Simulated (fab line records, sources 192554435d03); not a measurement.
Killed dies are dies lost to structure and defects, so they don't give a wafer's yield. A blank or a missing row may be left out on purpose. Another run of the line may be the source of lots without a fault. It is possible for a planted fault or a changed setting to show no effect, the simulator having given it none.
fab line records	flow n5_finfet
record: lots: 10	wafers: 30	last_day: 18
route steps=1938 shown WELL_APT@28 BEOL_M4@1111
lots that met no fault: from a run of the same line without faults
start_h: start of the lot's first displayed wafer, in hours after the record's first day	wait_h: time in hours since the lot's previous step	" repeats the value in the row above	L1.1+2: one row covering several wafers at once	- value missing, or start not given	* or withheld: withheld	< > ~ a bound
route shown NAME@n: a module of which the file shows steps, and the number in the route of the first	usual: mean/standard deviation of fault-free wafers	same: alike in all rows	chamber/n: place in a boat	sites: the reading at each site	_std_site: standard deviation of those values	_edge_site: outer sites' mean less inner sites'	radius_mm: for every site, how far away it sits from the centre of the wafer	mask NAME#n: copy n	behind: the most recent tool/chamber to have shaped the wafer	hold: cause of the lot's hold/its duration in hours/its outcome	device: whichever transistor did not switch (one of n, p or np)	end of line: tests run on the same wafers once the route is complete	step lacking rows: just its recipe	killed: dies lost to structure and defects at the first sort, not the wafer's yield	map: the dies of a wafer, with x for killed, . for not killed, _ for no die there
set.NAME: the run value of the setting; set.NAME@STEP: its run value at that earlier step	model.NAME: the simulator's own value behind a step, which no gauge read
route steps across a sampled set of lots; one table per step, one row per wafer
services: when a tool's chamber went out of use (start_h, in hours from the record's first day, below 0 if earlier), for how many hours, and the reason
== steps ==
step: N5_WELL_APT_CD_MEAS_08
recipe: target_cd_nm: 200	landing_energy_ev: 500	detector: se_inlens
usual: cd_nm: 200.2/1.3
same: landing_energy_ev: 500
lot.wafer	tool	chamber	start_h	wait_h	cd_nm
L200.2	cd_sem-02	0	13.82	-	200.1
L200.3	"	0	"	"	199.9
L200.6	"	0	"	"	199.6
L204.1	cd_sem-01	0	37.56	-	199.5
L204.2	"	0	"	"	199.3
L204.5	"	0	"	"	200.0
L206.1	cd_sem-01	0	49.66	-	198.2
L206.3	"	0	"	"	199.1
L206.5	"	0	"	"	199.8
L209.3	cd_sem-01	0	67.85	-	198.9
L209.5	"	0	"	"	199.2
L209.6	"	0	"	"	198.6
L210.2	cd_sem-02	0	73.87	-	199.0
L210.5	"	0	"	"	199.6
L210.6	"	0	"	"	197.5
L212.1	cd_sem-03	0	85.68	-	201.4
L212.3	"	0	"	"	199.4
L212.5	"	0	"	"	201.3
L213.2	cd_sem-01	0	91.91	-	201.8
L213.4	"	0	"	"	197.6
L213.5	"	0	"	"	200.1
L219.2	cd_sem-03	0	127.75	-	201.4
L219.3	"	0	"	"	202.1
L219.4	"	0	"	"	200.8
L221.2	cd_sem-01	0	139.94	-	199.7
L221.4	"	0	"	"	201.6
L221.6	"	0	"	"	199.9
L223.1	cd_sem-02	0	151.83	-	201.9
L223.3	"	0	"	"	201.5
L223.5	"	0	"	"	201.6
step: N5_WELL_APT_DESCUM_13
recipe: chemistry: O2	time_s: 7.9	source_power_w: 50	bias_power_w: 20	pressure_mtorr: 20	rf_frequency_hz: 2.712e+07	temp_c: 40	o2_flow_sccm: 225
usual: chamber_pressure_mTorr: 20.000/0.017	drypump_motor_current_A: 5.8/0.44	o2_flow_sccm: 225.0/0.67	oes_product_au: 0.77/0.082	rf_vpp_V: 243.4/1.2	showerhead_plenum_p_Torr: 2.10/0.065	throttle_valve_pct: 20.31/0.26
lot.wafer	tool	chamber	start_h	wait_h	chamber_pressure_mTorr	drypump_motor_current_A	o2_flow_sccm	oes_product_au	rf_hours_counter_h	rf_vpp_V	showerhead_plenum_p_Torr	throttle_valve_pct
L200.2	rie_diel-01	0	13.90	0.0	20.002	6.2	226.0	0.73	192	243.3	2.16	20.09
L200.3	"	3	"	"	19.980	6.2	225.0	0.67	241	240.7	1.98	20.41
L200.6	"	1	"	"	20.025	5.9	223.0	0.67	-	241.9	2.05	20.49
L204.1	rie_diel-02	0	37.76	0.1	19.976	5.4	225.4	0.86	55	245.1	2.12	19.88
L204.2	"	1	"	"	20.010	4.8	223.7	0.74	177	242.6	2.00	20.27
L204.5	"	3	"	"	19.969	5.8	225.7	0.87	-	242.6	2.13	20.30
L206.1	rie_diel-02	0	49.81	0.1	20.003	5.5	225.2	0.86	60	242.9	2.11	19.87
L206.3	"	2	"	"	20.002	5.6	225.7	0.70	226	243.9	2.15	20.89
L206.5	"	1	"	"	20.013	4.8	226.0	0.73	-	241.3	2.00	20.28
L209.3	rie_diel-03	2	68.06	0.2	19.998	6.4	225.8	0.75	160	239.5	2.00	20.30
L209.5	"	1	"	"	20.004	5.8	225.1	0.74	-	244.6	2.18	20.35
L209.6	"	0	"	"	19.981	6.3	225.7	0.69	-	243.2	2.07	20.23
L210.2	rie_diel-01	0	73.98	0.1	19.976	6.2	224.4	0.70	218	244.2	2.15	20.12
L210.5	"	3	"	"	20.007	6.2	225.4	0.96	-	246.4	2.24	20.07
L210.6	"	2	"	"	20.009	5.5	224.8	0.79	-	244.8	2.09	19.98
L212.1	rie_diel-01	0	86.40	0.7	20.007	6.2	224.4	0.70	226	245.0	2.15	20.14
L212.3	"	2	"	"	19.972	5.6	224.5	0.79	139	242.8	2.09	20.02
L212.5	"	3	"	"	19.984	6.1	225.6	0.92	-	245.1	2.23	20.06
L213.2	rie_diel-02	1	92.16	0.2	20.017	4.8	225.0	0.72	198	242.8	1.99	20.28
L213.4	"	0	"	"	20.014	5.5	225.4	0.83	76	243.2	2.11	19.89
L213.5	"	0	"	"	19.977	5.5	224.9	0.83	-	243.2	2.11	19.88
L219.2	rie_diel-02	1	127.84	0.0	20.015	4.8	225.2	0.71	213	242.2	1.99	20.32
L219.3	"	3	"	"	19.994	5.8	225.2	0.82	78	244.3	2.11	20.36
L219.4	"	3	"	"	20.006	5.9	225.5	0.82	-	243.5	2.11	20.36
L221.2	rie_diel-02	1	140.46	0.5	19.963	4.8	224.1	0.69	217	241.8	1.99	20.33
L221.4	"	2	"	"	20.015	5.6	224.2	1.00	2	245.5	2.15	20.61
L221.6	"	2	"	"	20.008	5.6	224.1	1.00	-	244.3	2.14	20.58
L223.1	rie_diel-02	3	151.92	0.0	20.007	5.9	225.3	0.80	85	243.8	2.11	20.37
L223.3	"	2	"	"	19.984	5.6	225.3	0.97	6	244.3	2.14	20.61
L223.5	"	2	"	"	19.985	5.6	225.2	0.97	-	245.7	2.14	20.61
step: N5_WELL_APT_IMPLANT_15
recipe: species: As	energy_kev: 25	dose_cm2: 1.5e+13	tilt_deg: 0	rotation_deg: 0
usual: dose_ions_cm2: 1.5002e+13/1.3e+10	faraday_current_uA: 190/3.8
lot.wafer	tool	chamber	start_h	wait_h	dose_ions_cm2	faraday_current_uA
L200.2	implanter-02	0	14.21	0.1	1.5003e+13	188
L200.3	"	0	"	"	1.5024e+13	196
L200.6	"	0	"	"	1.4982e+13	184
L204.1	implanter-02	0	38.04	0.1	1.5013e+13	197
L204.2	"	0	"	"	1.5004e+13	193
L204.5	"	0	"	"	1.4997e+13	188
L206.1	implanter-02	0	50.09	0.1	1.5004e+13	192
L206.3	"	0	"	"	1.5017e+13	190
L206.5	"	0	"	"	1.5012e+13	188
L209.3	implanter-01	0	68.40	0.1	1.5004e+13	186
L209.5	"	0	"	"	1.5e+13	193
L209.6	"	0	"	"	1.4993e+13	185
L210.2	implanter-02	0	74.29	0.1	1.5001e+13	185
L210.5	"	0	"	"	1.5012e+13	184
L210.6	"	0	"	"	1.4981e+13	187
L212.1	implanter-01	0	86.68	0.1	1.5023e+13	190
L212.3	"	0	"	"	1.5013e+13	190
L212.5	"	0	"	"	1.4997e+13	195
L213.2	implanter-01	0	92.47	0.1	1.5005e+13	189
L213.4	"	0	"	"	1.5024e+13	192
L213.5	"	0	"	"	1.4993e+13	190
L219.2	implanter-02	0	128.15	0.1	7.06e+12	90
L219.3	"	0	"	"	7.09e+12	93
L219.4	"	0	"	"	7.074e+12	88
L221.2	implanter-02	0	140.77	0.1	7.062e+12	90
L221.4	"	0	"	"	7.082e+12	90
L221.6	"	0	"	"	7.081e+12	90
L223.1	implanter-01	0	152.20	0.1	1.5001e+13	192
L223.3	"	0	"	"	1.4998e+13	186
L223.5	"	0	"	"	1.4985e+13	191
step: N5_WELL_APT_OVL_MEAS_26
recipe: points_per_wafer: 44
usual: PWELL_OVL: -1/4.8
lot.wafer	tool	chamber	start_h	wait_h	PWELL_OVL[nm]
L200.2	overlay-01	0	14.96	0.0	-3
L200.3	"	0	"	"	-3
L200.6	"	0	"	"	-10
L204.1	overlay-01	0	38.95	0.0	3
L204.2	"	0	"	"	-4
L204.5	"	0	"	"	-4
L206.1	overlay-01	0	50.99	0.0	-3
L206.3	"	0	"	"	1
L206.5	"	0	"	"	2
L209.3	overlay-02	0	69.15	0.0	-2
L209.5	"	0	"	"	-4
L209.6	"	0	"	"	4
L210.2	overlay-01	0	75.29	0.0	-6
L210.5	"	0	"	"	1
L210.6	"	0	"	"	2
L212.1	overlay-01	0	87.47	0.0	12
L212.3	"	0	"	"	2
L212.5	"	0	"	"	7
L213.2	overlay-02	0	93.25	0.0	-3
L213.4	"	0	"	"	2
L213.5	"	0	"	"	2
L219.2	overlay-01	0	128.90	0.0	-3
L219.3	"	0	"	"	-1
L219.4	"	0	"	"	4
L221.2	overlay-02	0	141.52	0.0	1
L221.4	"	0	"	"	-3
L221.6	"	0	"	"	0
L223.1	overlay-01	0	152.98	0.0	-7
L223.3	"	0	"	"	1
L223.5	"	0	"	"	2
step: N5_BEOL_M4_RC_MEAS_101
usual: CJ_P: 5.80/0.14	DIBL_N: 36.4/1.2	DIBL_P: 36.1/1.6	IOFF_N: 0.156/0.024	IOFF_P: 0.21/0.031	ION_N: 674/11	ION_P: 463/6.9	SS_N: 71.5/0.5	SS_P: 73.2/0.55	VT_N: 250.0/2.9	VT_P: -250/3.6
lot.wafer	tool	chamber	start_h	wait_h	CJ_P	DIBL_N[mV/V]	DIBL_P[mV/V]	IOFF_N[nA/um]	IOFF_P[nA/um]	ION_N[uA/um]	ION_P[uA/um]	SS_N[mV/dec]	SS_P[mV/dec]	VT_N[mV]	VT_P[mV]
L200.2	prober-02	0	166.60	0.2	5.88	37.7	38.4	0.178	0.22	671	462	72.2	73.5	250.2	-250
L200.3	"	0	"	"	5.99	35.5	36.8	0.155	0.20	675	464	71.2	72.9	251.4	-251
L200.6	"	0	"	"	5.86	36.2	37.6	0.157	0.20	679	464	70.8	72.7	250.2	-252
L204.1	prober-02	0	189.00	0.0	6.03	37.3	39.6	0.204	0.26	698	473	72.3	73.9	245.0	-250
L204.2	"	0	"	"	5.76	35.2	37.1	0.160	0.22	669	459	71.4	73.7	249.5	-248
L204.5	"	0	"	"	5.83	36.6	38.4	0.183	0.24	676	461	71.8	73.5	247.5	-250
L206.1	prober-01	0	191.95	0.0	5.82	36.8	35.8	0.182	0.28	676	470	71.2	73.6	250.4	-245
L206.3	"	0	"	"	5.85	38.0	36.4	0.195	0.28	683	467	72.1	74.5	247.6	-242
L206.5	"	0	"	"	5.71	37.1	36.3	0.185	0.29	681	471	71.8	73.5	247.4	-243
L209.3	prober-02	0	222.35	0.3	5.51	39.1	38.8	0.219	0.26	698	476	72.2	73.5	243.5	-246
L209.5	"	0	"	"	5.57	37.1	35.5	0.158	0.21	676	466	71.5	73.5	249.8	-249
L209.6	"	0	"	"	5.81	38.8	38.1	0.207	0.25	698	471	71.7	73.9	244.3	-246
L210.2	prober-02	0	226.14	0.3	5.75	36.3	35.8	0.159	0.21	687	467	71.9	73.7	249.2	-251
L210.5	"	0	"	"	5.99	36.3	35.8	0.161	0.21	685	472	71.1	74.1	248.0	-251
L210.6	"	0	"	"	5.84	36.1	35.7	0.152	0.21	668	458	70.8	73.5	249.3	-250
L212.1	prober-01	0	227.28	0.0	5.91	34.6	32.7	0.127	0.18	661	454	71.4	72.3	255.9	-252
L212.3	"	0	"	"	5.85	34.1	32.2	0.117	0.17	660	453	71.3	72.0	255.5	-253
L212.5	"	0	"	"	5.81	36.6	35.1	0.156	0.21	678	460	71.4	73.0	250.3	-249
L213.2	prober-01	0	242.19	0.2	5.67	37.0	35.7	0.143	0.17	665	455	72.0	73.3	250.7	-259
L213.4	"	0	"	"	5.95	37.7	36.9	0.156	0.18	684	458	72.1	73.2	249.1	-258
L213.5	"	0	"	"	5.76	36.5	35.4	0.135	0.16	667	454	71.4	73.1	252.3	-259
L219.2	prober-01	0	276.94	0.2	3.89	37.7	37.8	0.175	0.28	679	470	71.8	73.6	247.2	-246
L219.3	"	0	"	"	3.92	37.7	38.1	0.186	0.28	688	474	71.7	74.3	247.7	-246
L219.4	"	0	"	"	3.87	36.4	35.9	0.149	0.24	661	466	71.0	73.5	250.1	-246
L221.2	prober-02	0	300.99	0.2	3.94	37.2	37.6	0.152	0.21	674	467	71.7	72.7	251.9	-253
L221.4	"	0	"	"	3.93	35.7	35.6	0.127	0.19	669	465	71.3	72.5	253.1	-253
L221.6	"	0	"	"	3.80	36.0	35.5	0.134	0.19	681	467	71.2	72.7	253.8	-254
L223.1	prober-01	0	314.74	0.0	5.86	35.8	35.8	0.156	0.19	678	464	71.4	73.8	248.1	-253
L223.3	"	0	"	"	5.68	35.0	34.4	0.141	0.17	674	452	72.0	73.3	251.6	-255
L223.5	"	0	"	"	5.74	35.1	34.8	0.140	0.17	681	464	71.5	72.8	248.5	-254
== services ==
tool	chamber	start_h	hours	kind
rie_diel-01	-	-4.98	1.8	repair
implanter-02	-	1.79	1.0	repair
implanter-01	-	6.34	3.6	pm
implanter-01	-	20.60	2.1	repair
rie_diel-03	2	21.36	5.5	repair
rie_diel-01	2	21.38	5.8	repair
rie_diel-03	0	37.52	13.5	repair
rie_diel-01	3	40.38	-	clean
rie_diel-01	3	40.38	-	consumable_replace:focus_ring
rie_diel-01	3	40.38	-	consumable_replace:showerhead
rie_diel-01	3	40.38	26.6	scheduled_down
rie_diel-01	3	40.38	26.6	vent_cycle
implanter-02	-	41.10	6.2	repair
rie_diel-01	2	64.49	1.4	repair
rie_diel-01	1	67.05	-	clean
rie_diel-01	1	67.05	-	consumable_replace:focus_ring
rie_diel-03	-	72.00	15.6	pm
implanter-01	-	81.30	2.5	repair
rie_diel-02	2	108.20	-	clean
rie_diel-02	2	108.20	-	consumable_replace:focus_ring
rie_diel-02	2	108.20	21.8	scheduled_down
rie_diel-02	2	108.20	21.8	vent_cycle
implanter-01	-	119.68	1.5	repair
rie_diel-01	1	121.69	7.3	repair
== key ==
first_sign: step: N5_WELL_APT_IMPLANT_15	reading: dose_ions_cm2	direction: down	sigmas: 99+	usual: 1.5002e+13	struck: 7.075e+12
effect: step: N5_WELL_APT_IMPLANT_15	reading: faraday_current_uA	direction: down	sigmas: 26	usual: 190	struck: 90
effect: step: N5_BEOL_M4_RC_MEAS_101	reading: CJ_P	direction: down	sigmas: 13	usual: 5.80	struck: 3.89
met_at N5_WELL_APT_IMPLANT_15
struck_lots L219,L221
not_acting_at N5_WELL_APT_CD_MEAS_08,N5_WELL_APT_DESCUM_13,N5_WELL_APT_OVL_MEAS_26
onset_between 74.29 128.15
fault: kind: process_parameter_drift	tool: implanter-02	chamber: -	onset_h: 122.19	steps: N5_WELL_APT_IMPLANT_15	channel: dose_cm2	offset: -7.9374e+12	shape: step	end_h: 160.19	acts_in: these_recipes_only	stated: 1.5e+13
